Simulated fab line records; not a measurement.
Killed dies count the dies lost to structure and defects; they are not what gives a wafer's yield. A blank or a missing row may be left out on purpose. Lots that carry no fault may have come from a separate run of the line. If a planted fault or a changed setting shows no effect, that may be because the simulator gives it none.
Chamber matching + flow n5-finfet + 4 sister chambers for N5_FIN_SAQP_MANDREL2_REMOVE_60 on rie-si-03
The step chemistry HBr/Cl2/O2, target a-Si, stops on SiNx, bt time 10 s. 4 wafers are shown with their chamber, then 8 later ones without.

== WAFERS PAIRED WITH THEIR CHAMBERS ==
| wafer  | chamber | throttle-valve-pct (%) |
|--------|---------|------------------------|
| L079.3 | 3       | 36.55                  |
| L085.2 | 2       | 37.06                  |
| L085.4 | 0       | 36.83                  |
| L086.1 | 1       | 36.39                  |

== WAFERS MISSING THEIR CHAMBER ==
| wafer  | throttle-valve-pct (%) |
|--------|------------------------|
| L086.5 | 36.55                  |
| L086.6 | 36.83                  |
| L095.3 | 36.83                  |
| L095.5 | 36.55                  |
| L095.6 | 37.07                  |
| L097.2 | 36.40                  |
| L097.3 | 36.84                  |
| L097.5 | 36.52                  |

== EACH ONE'S CHAMBER ==
| wafer  | from the rows above | in truth |
|--------|---------------------|----------|
| L086.5 | 3                   | 3        |
| L086.6 | 0                   | 0        |
| L095.3 | 0                   | 0        |
| L095.5 | 3                   | 3        |
| L095.6 | 2                   | 2        |
| L097.2 | 1                   | 1        |
| L097.3 | 0                   | 0        |
| L097.5 | 3                   | 3        |
8 of 8 placed correctly. Number that these rows cannot place: 0. Number placed wrongly: 0.
How it was worked out, from the rows above alone: a wafer's distance from a chamber is the root of the sum, over the readings, of the square of ((its reading less the chamber's mean) divided by the reading's scatter). If the next closest chamber is less than 2 further off than the closest, the wafer can't be placed; otherwise it belongs to the closest. Each chamber's mean is taken over the wafers shown for it. The scatter (one wafer shown for each chamber): square how far every hidden wafer sits from the nearest shown wafer, average those squares and take the square root.
